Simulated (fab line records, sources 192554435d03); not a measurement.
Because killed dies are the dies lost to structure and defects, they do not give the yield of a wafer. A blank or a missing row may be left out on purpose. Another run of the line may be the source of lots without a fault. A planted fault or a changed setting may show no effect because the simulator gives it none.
Split-lot experiment    flow n5_finfet    route with 1938 steps; 7 lots, 39 wafers read

## THE SPLIT
At N5_MOL_CONTACT_COAG_ETCHBACK_136 (etches SiO2 in CHF3, target depth 25 nm, time 16.7 s), the setting target_depth_a was moved away from the recipe's 250 angstrom on 9 of the 39 wafers read, by -9.6% to +14.1%. All remaining wafers had this setting at the recipe value.

## FROM THE SPLIT ON TO THE READING: in between, the file shows 1 step
- N5_MOL_CONTACT_COAG_STRIP_120: strips in CHF3

## THE READING
MOL_CONTACT_COAG.feature_depth_nm (the simulator's own value, which no gauge read), in nm, at N5_MOL_CONTACT_COAG_VIA_ETCH_117 (etches SiO2 in C4F6/O2, target depth 40 nm, overetch 8 nm, time 26 s). No usual value for it is given in the file. Here, 30 wafers ran the recipe; their average is 40.0 nm with a standard deviation of 0.22 nm.

wafer   tool, chamber at the split  target_depth_a as run, angstrom  against the recipe  MOL_CONTACT_COAG.feature_depth_nm, nm  against lot-mates on the recipe
L074.1  rie_diel-02, 1,0,2          285.2                            +14.1%              36.2                                   -4.0
L074.2  rie_diel-02, 1,0,2          285.2                            +14.1%              36.8                                   -3.4
L074.3  rie_diel-02, 3,1,0          250                              recipe              40.2                                   -
L074.4  rie_diel-02, 1,0,2          285.2                            +14.1%              37.4                                   -2.8
L074.5  rie_diel-02, 3,1,0          250                              recipe              40                                     -
L074.6  rie_diel-02, 3,1,0          250                              recipe              40.4                                   -
L078.1  rie_diel-03, 0,1,2,0,2,1    250                              recipe              39.8                                   -
L078.2  rie_diel-03, 0,1,2,0,2,1    250                              recipe              39.8                                   -
L078.3  rie_diel-03, 0,1,2,0,2,1    250                              recipe              40.4                                   -
L078.4  rie_diel-03, 0,1,2,0,2,1    250                              recipe              39.8                                   -
L078.5  rie_diel-03, 0,1,2,0,2,1    250                              recipe              40.4                                   -
L078.6  rie_diel-03, 0,1,2,0,2,1    250                              recipe              39.8                                   -
L080.4  rie_diel-03, 0,2,3          250                              recipe              40                                     -
L080.5  rie_diel-03, 0,2,3          250                              recipe              40.4                                   -
L080.6  rie_diel-03, 0,2,3          250                              recipe              39.6                                   -
L083.1  rie_diel-03, 0,1,3,2,0,1    250                              recipe              40                                     -
L083.2  rie_diel-03, 0,1,3,2,0,1    250                              recipe              39.8                                   -
L083.3  rie_diel-03, 0,1,3,2,0,1    250                              recipe              39.8                                   -
L083.5  rie_diel-03, 0,1,3,2,0,1    250                              recipe              39.8                                   -
L083.4  rie_diel-03, 0,1,3,2,0,1    250                              recipe              40.4                                   -
L083.6  rie_diel-03, 0,1,3,2,0,1    250                              recipe              39.8                                   -
L086.1  rie_diel-03, 0,3,1          250                              recipe              39.8                                   -
L086.2  rie_diel-03, 1,3,0          226                              -9.6%               42.2                                   +2.3
L086.3  rie_diel-03, 0,3,1          250                              recipe              40                                     -
L086.4  rie_diel-03, 1,3,0          226                              -9.6%               42.4                                   +2.5
L086.5  rie_diel-03, 1,3,0          226                              -9.6%               42.4                                   +2.5
L086.6  rie_diel-03, 0,3,1          250                              recipe              40                                     -
L088.1  rie_diel-02, 0,2,1          250                              recipe              40                                     -
L088.2  rie_diel-02, 3,0,3          238.2                            -4.7%               41.4                                   +1.3
L088.3  rie_diel-02, 0,2,1          250                              recipe              40                                     -
L088.4  rie_diel-02, 0,2,1          250                              recipe              40.2                                   -
L088.5  rie_diel-02, 3,0,3          238.2                            -4.7%               41.2                                   +1.1
L088.6  rie_diel-02, 3,0,3          238.2                            -4.7%               41.6                                   +1.5
L092.1  rie_diel-03, 2,1,0,2,0,1    250                              recipe              40                                     -
L092.5  rie_diel-03, 2,1,0,2,0,1    250                              recipe              40                                     -
L092.2  rie_diel-03, 2,1,0,2,0,1    250                              recipe              40.2                                   -
L092.3  rie_diel-03, 2,1,0,2,0,1    250                              recipe              40.2                                   -
L092.6  rie_diel-03, 2,1,0,2,0,1    250                              recipe              40.2                                   -
L092.4  rie_diel-03, 2,1,0,2,0,1    250                              recipe              40                                     -
When a row names more than one chamber, that row covers several wafers, and the file does not tell which wafer ran in which chamber.

FIT RESULTS
A straight line over all 39 wafers: MOL_CONTACT_COAG.feature_depth_nm changes by -0.237 nm for each +1% of target_depth_a; r = -0.98; the points scatter about the line by 0.26 nm.
The same after taking each lot's own level away (the mean of its wafers on the recipe; 39 wafers): -0.247 nm for each +1%; r = -0.98; scatter 0.24 nm.
That fit puts the effect of the largest move of target_depth_a on the reading at 3.5 nm.
The lots' own levels span 39.93 to 40.20 nm, that is 1.2 times the standard deviation above.
Consequently the slope shifts little with the lot-to-lot level, the two slopes agreeing.
Check: -3.29 nm against its lot-mates is what the line predicts for one of the wafers moved furthest among these (+14.1%) when that wafer is left out of the fit. Against them it came out at -4 nm.

## ADDITIONAL SPLITS CARRIED BY THESE WAFERS
Other splits were also applied to these wafers ahead of the reading. Each is held against what the fit with the lots' levels taken away leaves over:
other split on the same wafers      wafers away from the commonest value  r with MOL_CONTACT_COAG.feature_depth_nm (lot level and that fit taken away)
N5_HKMG_FIN_HK_ALD_01 ald_cycles    15                                    -0.01
N5_MOL_CONTACT_COAG_ETCH_91 time_s  15                                    -0.02

## THE WHOLE CHAIN: every reading that the file lists as answering this split, in the file's order
step                              what it does                                                          reading                                                                             change (the file's fit)                r (the file's)
N5_MOL_CONTACT_COAG_VIA_ETCH_117  etches SiO2 in C4F6/O2, target depth 40 nm, overetch 8 nm, time 26 s  etch.depth_nm (the simulator's own value, which no gauge read)                      -0.248 nm for each +1% of the setting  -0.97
N5_MOL_CONTACT_COAG_VIA_ETCH_117  etches SiO2 in C4F6/O2, target depth 40 nm, overetch 8 nm, time 26 s  MOL_CONTACT_COAG.feature_depth_nm (the simulator's own value, which no gauge read)  -0.247 nm for each +1% of the setting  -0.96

## THE FILE'S OWN FIT
MOL_CONTACT_COAG.feature_depth_nm changes by -0.247 nm for each +1% of target_depth_a, r = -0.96.
